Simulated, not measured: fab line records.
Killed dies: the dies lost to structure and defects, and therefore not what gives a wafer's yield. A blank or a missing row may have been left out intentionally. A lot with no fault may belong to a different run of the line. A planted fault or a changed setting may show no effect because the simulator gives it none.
Which of the tools did it? :: flow n5-finfet :: 24 lots with 72 wafers sampled at 4 steps, on a route of 1938 steps

== WHAT EACH GAUGE READ, for each wafer ==
N5_BEOL_M8_CD_MEAS_11 targets a cd of 38.5 nm.
lot: L074
measured: day 11 03:11
on: cd-sem-02
cd-nm (nm): 38.6 37.6 37.9

lot: L076
measured: day 11 03:28
on: cd-sem-02
cd-nm (nm): 38.9 38.9 39.4

lot: L075
measured: day 11 06:16
on: cd-sem-03
cd-nm (nm): 38.0 38.9 39.0

lot: L077
measured: day 11 13:36
on: cd-sem-03
cd-nm (nm): 38.5 38.9 39.5

lot: L078
measured: day 11 21:23
on: cd-sem-02
cd-nm (nm): 39.0 38.2 38.4

lot: L079
measured: day 12 06:30
on: cd-sem-03
cd-nm (nm): 39.0 38.6 39.2

lot: L081
measured: day 12 09:23
on: cd-sem-03
cd-nm (nm): 38.6 38.3 38.4

lot: L080
measured: day 12 09:34
on: cd-sem-02
cd-nm (nm): 37.2 37.5 38.4

lot: L082
measured: day 12 17:56
on: cd-sem-02
cd-nm (nm): 39.0 38.7 38.4

lot: L085
measured: day 13 00:16
on: cd-sem-02
cd-nm (nm): 38.4 38.3 37.8

lot: L083
measured: day 13 01:49
on: cd-sem-01
cd-nm (nm): 38.3 37.9 38.3

lot: L084
measured: day 13 14:46
on: cd-sem-01
cd-nm (nm): 37.7 38.4 38.4

lot: L087
measured: day 13 19:13
on: cd-sem-02
cd-nm (nm): 38.3 38.7 38.4

lot: L089
measured: day 13 22:11
on: cd-sem-02
cd-nm (nm): 38.5 38.4 38.9

lot: L086
measured: day 13 22:32
on: cd-sem-01
cd-nm (nm): 37.9 37.9 37.7

lot: L088
measured: day 14 13:24
on: cd-sem-02
cd-nm (nm): 38.9 39.1 39.2

lot: L090
measured: day 14 18:37
on: cd-sem-03
cd-nm (nm): 38.0 38.1 38.2

lot: L091
measured: day 15 08:16
on: cd-sem-01
cd-nm (nm): 38.4 38.9 38.2

lot: L092
measured: day 15 11:59
on: cd-sem-02
cd-nm (nm): 37.1 36.9 36.7

lot: L093
measured: day 15 18:55
on: cd-sem-01
cd-nm (nm): 38.3 37.8 38.1

lot: L094
measured: day 15 23:17
on: cd-sem-02
cd-nm (nm): 38.1 38.5 38.2

lot: L095
measured: day 15 23:26
on: cd-sem-01
cd-nm (nm): 38.3 38.5 38.1

lot: L096
measured: day 15 23:36
on: cd-sem-01
cd-nm (nm): 38.4 38.2 37.4

lot: L097
measured: day 16 17:59
on: cd-sem-01
cd-nm (nm): 38.6 38.6 37.9

N5_BEOL_M8_CD_MEAS_18: pitch 80 nm, target cd 40 nm.
lot: L074
measured: day 11 04:14
on: cd-sem-02
cd-nm (nm): 39.8 39.2 39.5

lot: L076
measured: day 11 04:46
on: cd-sem-03
cd-nm (nm): 40.5 40.6 40.9

lot: L075
measured: day 11 06:49
on: cd-sem-02
cd-nm (nm): 39.7 39.9 40.8

lot: L077
measured: day 11 14:37
on: cd-sem-02
cd-nm (nm): 40.7 39.8 40.7

lot: L078
measured: day 11 22:16
on: cd-sem-03
cd-nm (nm): 40.4 40.4 40.1

lot: L079
measured: day 12 09:22
on: cd-sem-02
cd-nm (nm): 40.3 40.2 41.2

lot: L081
measured: day 12 12:11
on: cd-sem-03
cd-nm (nm): 39.7 40.1 39.9

lot: L080
measured: day 12 12:14
on: cd-sem-02
cd-nm (nm): 38.6 39.7 40.3

lot: L082
measured: day 12 18:56
on: cd-sem-01
cd-nm (nm): 39.4 40.2 40.4

lot: L085
measured: day 13 00:50
on: cd-sem-03
cd-nm (nm): 40.3 39.9 39.5

lot: L083
measured: day 13 03:25
on: cd-sem-03
cd-nm (nm): 39.3 39.1 39.8

lot: L084
measured: day 13 15:24
on: cd-sem-01
cd-nm (nm): 39.5 40.0 40.3

lot: L087
measured: day 13 20:40
on: cd-sem-01
cd-nm (nm): 39.8 40.2 40.6

lot: L089
measured: day 13 22:58
on: cd-sem-03
cd-nm (nm): 40.4 39.8 40.8

lot: L086
measured: day 14 00:00
on: cd-sem-02
cd-nm (nm): 39.8 39.3 39.5

lot: L088
measured: day 14 13:57
on: cd-sem-01
cd-nm (nm): 39.8 39.6 40.0

lot: L090
measured: day 14 19:25
on: cd-sem-02
cd-nm (nm): 39.6 39.3 39.6

lot: L091
measured: day 15 08:49
on: cd-sem-02
cd-nm (nm): 39.6 40.0 40.1

lot: L092
measured: day 15 12:32
on: cd-sem-02
cd-nm (nm): 38.5 38.2 38.6

lot: L093
measured: day 15 19:31
on: cd-sem-03
cd-nm (nm): 40.1 39.9 40.0

lot: L094
measured: day 15 23:58
on: cd-sem-02
cd-nm (nm): 39.1 39.7 39.5

lot: L095
measured: day 16 00:05
on: cd-sem-02
cd-nm (nm): 40.1 40.2 39.2

lot: L096
measured: day 16 00:10
on: cd-sem-03
cd-nm (nm): 40.2 39.6 39.3

lot: L097
measured: day 16 18:38
on: cd-sem-02
cd-nm (nm): 40.1 39.3 39.5

== TOOL THAT RAN EACH LOT (tool first, then ch and the chambers of the sampled wafers, then the start) ==
lot: L074
N5_BEOL_M7_DEP_56: pecvd-01 ch 1,2, day 10 23:04
N5_BEOL_M8_STRIP_19: rie-diel-03 ch 0,1, day 11 04:10

lot: L076
N5_BEOL_M7_DEP_56: pecvd-02 ch 0,2, day 11 00:19
N5_BEOL_M8_STRIP_19: rie-diel-03 ch 0,3, day 11 04:41

lot: L075
N5_BEOL_M7_DEP_56: pecvd-03 ch 0,2, day 11 03:56
N5_BEOL_M8_STRIP_19: rie-diel-03 ch 0,1, day 11 06:44

lot: L077
N5_BEOL_M7_DEP_56: pecvd-03 ch 0,1, day 11 09:28
N5_BEOL_M8_STRIP_19: rie-diel-03 ch 1,3, day 11 14:32

lot: L078
N5_BEOL_M7_DEP_56: pecvd-02 ch 0,1, day 11 18:40
N5_BEOL_M8_STRIP_19: rie-diel-05 ch 0,1,2, day 11 22:12

lot: L079
N5_BEOL_M7_DEP_56: pecvd-03 ch 1,2, day 12 04:22
N5_BEOL_M8_STRIP_19: rie-diel-03 ch 0,2,3, day 12 09:17

lot: L081
N5_BEOL_M7_DEP_56: pecvd-01 ch 0,1,2, day 12 07:10
N5_BEOL_M8_STRIP_19: rie-diel-03 ch 0,2,3, day 12 12:07

lot: L080
N5_BEOL_M7_DEP_56: pecvd-01 ch 0,2, day 12 07:22
N5_BEOL_M8_STRIP_19: rie-diel-03 ch 0,1,2, day 12 12:10

lot: L082
N5_BEOL_M7_DEP_56: pecvd-03 ch 0,1, day 12 15:26
N5_BEOL_M8_STRIP_19: rie-diel-01 ch 0,2,3, day 12 18:52

lot: L085
N5_BEOL_M7_DEP_56: pecvd-01 ch 0,1, day 12 21:05
N5_BEOL_M8_STRIP_19: rie-diel-03 ch 1,2,3, day 13 00:46

lot: L083
N5_BEOL_M7_DEP_56: pecvd-02 ch 0,1, day 12 23:29
N5_BEOL_M8_STRIP_19: rie-diel-03 ch 1,2,3, day 13 03:21

lot: L084
N5_BEOL_M7_DEP_56: pecvd-02 ch 1,2, day 13 10:56
N5_BEOL_M8_STRIP_19: rie-diel-03 ch 1,2, day 13 15:19

lot: L087
N5_BEOL_M7_DEP_56: pecvd-02 ch 1,2, day 13 16:28
N5_BEOL_M8_STRIP_19: rie-diel-01 ch 0,1,3, day 13 20:35

lot: L089
N5_BEOL_M7_DEP_56: pecvd-02 ch 0,1,2, day 13 18:55
N5_BEOL_M8_STRIP_19: rie-diel-01 ch 0,2,3, day 13 22:54

lot: L086
N5_BEOL_M7_DEP_56: pecvd-02 ch 0,1, day 13 19:05
N5_BEOL_M8_STRIP_19: rie-diel-01 ch 1,2, day 13 23:56

lot: L088
N5_BEOL_M7_DEP_56: pecvd-03 ch 0,1,2, day 14 11:27
N5_BEOL_M8_STRIP_19: rie-diel-03 ch 1,3, day 14 13:53

lot: L090
N5_BEOL_M7_DEP_56: pecvd-02 ch 0,2, day 14 15:38
N5_BEOL_M8_STRIP_19: rie-diel-01 ch 2,3, day 14 19:19

lot: L091
N5_BEOL_M7_DEP_56: pecvd-01 ch 0,1, day 15 06:40
N5_BEOL_M8_STRIP_19: rie-diel-05 ch 0,1,2, day 15 08:44

lot: L092
N5_BEOL_M7_DEP_56: pecvd-02 ch 1,2, day 15 09:04
N5_BEOL_M8_STRIP_19: rie-diel-01 ch 1,3, day 15 12:27

lot: L093
N5_BEOL_M7_DEP_56: pecvd-01 ch 0,2, day 15 14:59
N5_BEOL_M8_STRIP_19: rie-diel-01 ch 1,2, day 15 19:26

lot: L094
N5_BEOL_M7_DEP_56: pecvd-02 ch 0,1, day 15 15:25
N5_BEOL_M8_STRIP_19: rie-diel-05 ch 1,2,3, day 15 23:53

lot: L095
N5_BEOL_M7_DEP_56: pecvd-03 ch 0,1, day 15 16:37
N5_BEOL_M8_STRIP_19: rie-diel-01 ch 1,2, day 16 00:01

lot: L096
N5_BEOL_M7_DEP_56: pecvd-02 ch 0,2, day 15 17:09
N5_BEOL_M8_STRIP_19: rie-diel-01 ch 1,2,3, day 16 00:05

lot: L097
N5_BEOL_M7_DEP_56: pecvd-01 ch 1,2, day 16 13:14
N5_BEOL_M8_STRIP_19: rie-diel-03 ch 0,1,2, day 16 18:34
- N5_BEOL_M7_DEP_56: deposits SiCN from 3MS/NH3, target thk 10 nm, time 17.5 s.
- N5_BEOL_M8_STRIP_19: strips in O2.

== WHAT THE TOOLS THEMSELVES READ (means of the sampled wafers that have a number; where no wafer has one, the mark that the record gives instead) ==
N5_BEOL_M7_DEP_56.
lot: L074
tool: pecvd-01
rf-fwd-power-W (W): 198.9
showerhead-plenum-p-Torr (Torr): 3.668
throttle-valve-pct (%): 8.3

lot: L076
tool: pecvd-02
rf-fwd-power-W (W): 200.2
showerhead-plenum-p-Torr (Torr): 3.664
throttle-valve-pct (%): 9.3

lot: L075
tool: pecvd-03
rf-fwd-power-W (W): 199.4
showerhead-plenum-p-Torr (Torr): 3.667
throttle-valve-pct (%): 9.7

lot: L077
tool: pecvd-03
rf-fwd-power-W (W): 200.8
showerhead-plenum-p-Torr (Torr): 3.666
throttle-valve-pct (%): 10.1

lot: L078
tool: pecvd-02
rf-fwd-power-W (W): 199.2
showerhead-plenum-p-Torr (Torr): 3.659
throttle-valve-pct (%): 9.8

lot: L079
tool: pecvd-03
rf-fwd-power-W (W): 199.7
showerhead-plenum-p-Torr (Torr): 3.668
throttle-valve-pct (%): 9.1

lot: L081
tool: pecvd-01
rf-fwd-power-W (W): 198.8
showerhead-plenum-p-Torr (Torr): 3.670
throttle-valve-pct (%): 8.6

lot: L080
tool: pecvd-01
rf-fwd-power-W (W): 199.1
showerhead-plenum-p-Torr (Torr): 3.673
throttle-valve-pct (%): 8.5

lot: L082
tool: pecvd-03
rf-fwd-power-W (W): 199.5
showerhead-plenum-p-Torr (Torr): 3.661
throttle-valve-pct (%): 10.0

lot: L085
tool: pecvd-01
rf-fwd-power-W (W): 199.0
showerhead-plenum-p-Torr (Torr): 3.674
throttle-valve-pct (%): 8.9

lot: L083
tool: pecvd-02
rf-fwd-power-W (W): 198.9
showerhead-plenum-p-Torr (Torr): 3.659
throttle-valve-pct (%): 9.8

lot: L084
tool: pecvd-02
rf-fwd-power-W (W): 199.1
showerhead-plenum-p-Torr (Torr): 3.645
throttle-valve-pct (%): 9.2

lot: L087
tool: pecvd-02
rf-fwd-power-W (W): 198.9
showerhead-plenum-p-Torr (Torr): 3.647
throttle-valve-pct (%): 9.1

lot: L089
tool: pecvd-02
rf-fwd-power-W (W): 199.4
showerhead-plenum-p-Torr (Torr): 3.657
throttle-valve-pct (%): 9.6

lot: L086
tool: pecvd-02
rf-fwd-power-W (W): 199.4
showerhead-plenum-p-Torr (Torr): 3.669
throttle-valve-pct (%): 9.7

lot: L088
tool: pecvd-03
rf-fwd-power-W (W): 200.2
showerhead-plenum-p-Torr (Torr): 3.668
throttle-valve-pct (%): 9.6

lot: L090
tool: pecvd-02
rf-fwd-power-W (W): 199.5
showerhead-plenum-p-Torr (Torr): 3.664
throttle-valve-pct (%): 9.4

lot: L091
tool: pecvd-01
rf-fwd-power-W (W): 198.6
showerhead-plenum-p-Torr (Torr): 3.670
throttle-valve-pct (%): 8.7

lot: L092
tool: pecvd-02
rf-fwd-power-W (W): 198.7
showerhead-plenum-p-Torr (Torr): 3.644
throttle-valve-pct (%): 9.5

lot: L093
tool: pecvd-01
rf-fwd-power-W (W): 198.5
showerhead-plenum-p-Torr (Torr): 3.672
throttle-valve-pct (%): 8.6

lot: L094
tool: pecvd-02
rf-fwd-power-W (W): 199.7
showerhead-plenum-p-Torr (Torr): 3.669
throttle-valve-pct (%): 9.6

lot: L095
tool: pecvd-03
rf-fwd-power-W (W): 199.9
showerhead-plenum-p-Torr (Torr): 3.671
throttle-valve-pct (%): 10.1

lot: L096
tool: pecvd-02
rf-fwd-power-W (W): 199.5
showerhead-plenum-p-Torr (Torr): 3.666
throttle-valve-pct (%): 9.4

lot: L097
tool: pecvd-01
rf-fwd-power-W (W): 198.5
showerhead-plenum-p-Torr (Torr): 3.661
throttle-valve-pct (%): 8.3

N5_BEOL_M8_STRIP_19.
lot: L074
tool: rie-diel-03
drypump-motor-current-A (A): 5.5
oes-product-au (a.u.): 0.87
rf-vpp-V (V): 3.3
showerhead-plenum-p-Torr (Torr): 2.21
temp-c (C): 40.09
throttle-valve-pct (%): 16.50

lot: L076
tool: rie-diel-03
drypump-motor-current-A (A): 5.9
oes-product-au (a.u.): 0.83
rf-vpp-V (V): 3.6
showerhead-plenum-p-Torr (Torr): 2.18
temp-c (C): 40.02
throttle-valve-pct (%): 16.39

lot: L075
tool: rie-diel-03
drypump-motor-current-A (A): 5.6
oes-product-au (a.u.): 0.88
rf-vpp-V (V): 3.9
showerhead-plenum-p-Torr (Torr): 2.21
temp-c (C): 40.00
throttle-valve-pct (%): 16.37

lot: L077
tool: rie-diel-03
drypump-motor-current-A (A): 5.8
oes-product-au (a.u.): 0.79
rf-vpp-V (V): 3.3
showerhead-plenum-p-Torr (Torr): 2.16
temp-c (C): 40.01
throttle-valve-pct (%): 16.66

lot: L078
tool: rie-diel-05
drypump-motor-current-A (A): 5.6
oes-product-au (a.u.): 0.80
rf-vpp-V (V): 3.3
showerhead-plenum-p-Torr (Torr): 2.07
temp-c (C): 39.99
throttle-valve-pct (%): 16.76

lot: L079
tool: rie-diel-03
drypump-motor-current-A (A): 5.9
oes-product-au (a.u.): 0.85
rf-vpp-V (V): 3.7
showerhead-plenum-p-Torr (Torr): 2.19
temp-c (C): 39.98
throttle-valve-pct (%): 16.53

lot: L081
tool: rie-diel-03
drypump-motor-current-A (A): 5.9
oes-product-au (a.u.): 0.85
rf-vpp-V (V): 3.6
showerhead-plenum-p-Torr (Torr): 2.19
temp-c (C): 40.07
throttle-valve-pct (%): 16.53

lot: L080
tool: rie-diel-03
drypump-motor-current-A (A): 5.6
oes-product-au (a.u.): 0.90
rf-vpp-V (V): 3.9
showerhead-plenum-p-Torr (Torr): 2.23
temp-c (C): 39.91
throttle-valve-pct (%): 16.52

lot: L082
tool: rie-diel-01
drypump-motor-current-A (A): 5.7
oes-product-au (a.u.): 0.84
rf-vpp-V (V): 3.6
showerhead-plenum-p-Torr (Torr): 2.09
temp-c (C): 40.11
throttle-valve-pct (%): 16.60

lot: L085
tool: rie-diel-03
drypump-motor-current-A (A): 5.8
oes-product-au (a.u.): 0.81
rf-vpp-V (V): 3.5
showerhead-plenum-p-Torr (Torr): 2.18
temp-c (C): 40.01
throttle-valve-pct (%): 16.66

lot: L083
tool: rie-diel-03
drypump-motor-current-A (A): 5.9
oes-product-au (a.u.): 0.82
rf-vpp-V (V): 3.3
showerhead-plenum-p-Torr (Torr): 2.18
temp-c (C): 40.10
throttle-valve-pct (%): 16.68

lot: L084
tool: rie-diel-03
drypump-motor-current-A (A): 5.6
oes-product-au (a.u.): 0.86
rf-vpp-V (V): 4.1
showerhead-plenum-p-Torr (Torr): 2.22
temp-c (C): 39.98
throttle-valve-pct (%): 16.68

lot: L087
tool: rie-diel-01
drypump-motor-current-A (A): 6.0
oes-product-au (a.u.): 0.82
rf-vpp-V (V): 3.8
showerhead-plenum-p-Torr (Torr): 2.10
temp-c (C): 39.93
throttle-valve-pct (%): 16.71

lot: L089
tool: rie-diel-01
drypump-motor-current-A (A): 5.7
oes-product-au (a.u.): 0.83
rf-vpp-V (V): 3.5
showerhead-plenum-p-Torr (Torr): 2.09
temp-c (C): 40.00
throttle-valve-pct (%): 16.61

lot: L086
tool: rie-diel-01
drypump-motor-current-A (A): 5.6
oes-product-au (a.u.): 0.83
rf-vpp-V (V): 4.3
showerhead-plenum-p-Torr (Torr): 2.04
temp-c (C): 39.92
throttle-valve-pct (%): 16.55

lot: L088
tool: rie-diel-03
drypump-motor-current-A (A): 5.8
oes-product-au (a.u.): 0.76
rf-vpp-V (V): 3.2
showerhead-plenum-p-Torr (Torr): 2.15
temp-c (C): 39.98
throttle-valve-pct (%): 16.72

lot: L090
tool: rie-diel-01
drypump-motor-current-A (A): 6.1
oes-product-au (a.u.): 0.82
rf-vpp-V (V): 4.2
showerhead-plenum-p-Torr (Torr): 2.15
temp-c (C): 40.05
throttle-valve-pct (%): 16.76

lot: L091
tool: rie-diel-05
drypump-motor-current-A (A): 5.6
oes-product-au (a.u.): 0.78
rf-vpp-V (V): 3.8
showerhead-plenum-p-Torr (Torr): 2.06
temp-c (C): 39.96
throttle-valve-pct (%): 16.80

lot: L092
tool: rie-diel-01
drypump-motor-current-A (A): 6.3
oes-product-au (a.u.): 0.80
rf-vpp-V (V): 4.1
showerhead-plenum-p-Torr (Torr): 2.16
temp-c (C): 39.90
throttle-valve-pct (%): 16.87

lot: L093
tool: rie-diel-01
drypump-motor-current-A (A): 5.6
oes-product-au (a.u.): 0.81
rf-vpp-V (V): 3.5
showerhead-plenum-p-Torr (Torr): 2.03
temp-c (C): 40.15
throttle-valve-pct (%): 16.59

lot: L094
tool: rie-diel-05
drypump-motor-current-A (A): 5.6
oes-product-au (a.u.): 0.80
rf-vpp-V (V): 3.5
showerhead-plenum-p-Torr (Torr): 2.12
temp-c (C): 39.92
throttle-valve-pct (%): 16.66

lot: L095
tool: rie-diel-01
drypump-motor-current-A (A): 5.3
oes-product-au (a.u.): 0.82
rf-vpp-V (V): 3.0
showerhead-plenum-p-Torr (Torr): 2.03
temp-c (C): 40.03
throttle-valve-pct (%): 16.49

lot: L096
tool: rie-diel-01
drypump-motor-current-A (A): 5.8
oes-product-au (a.u.): 0.81
rf-vpp-V (V): 2.9
showerhead-plenum-p-Torr (Torr): 2.09
temp-c (C): 39.97
throttle-valve-pct (%): 16.69

lot: L097
tool: rie-diel-03
drypump-motor-current-A (A): 5.5
oes-product-au (a.u.): 0.83
rf-vpp-V (V): 3.4
showerhead-plenum-p-Torr (Torr): 2.21
temp-c (C): 39.95
throttle-valve-pct (%): 16.59

== THE ANSWER, worked out from the rows above alone ==
Rule: the usual values come from the lots themselves. Put in order of their means at a reading, lots are off if they are a third of the lots or fewer, leave a main group of 4 or more, and stand apart from it by a gap of 3 or more times the standard deviation of the main group's means; of several such gaps the widest counts. A main group whose means are all the same, to the digits that the tables above print for the reading, isn't used. Also off: a lot with no number at a reading for which 4 or more lots have one. Where the step has rows for the other lots, those lots are counted as sound. First the gauges in route order, then the tools' own readings, where a lot's mean is used as printed above. The first step at which some lot is off is used, and at that step the reading that is off furthest; a lot without a number counts as furthest.
None of the lots is off at any reading shown; this tells nothing.

== WHAT THE SIMULATOR HAD INSERTED ==
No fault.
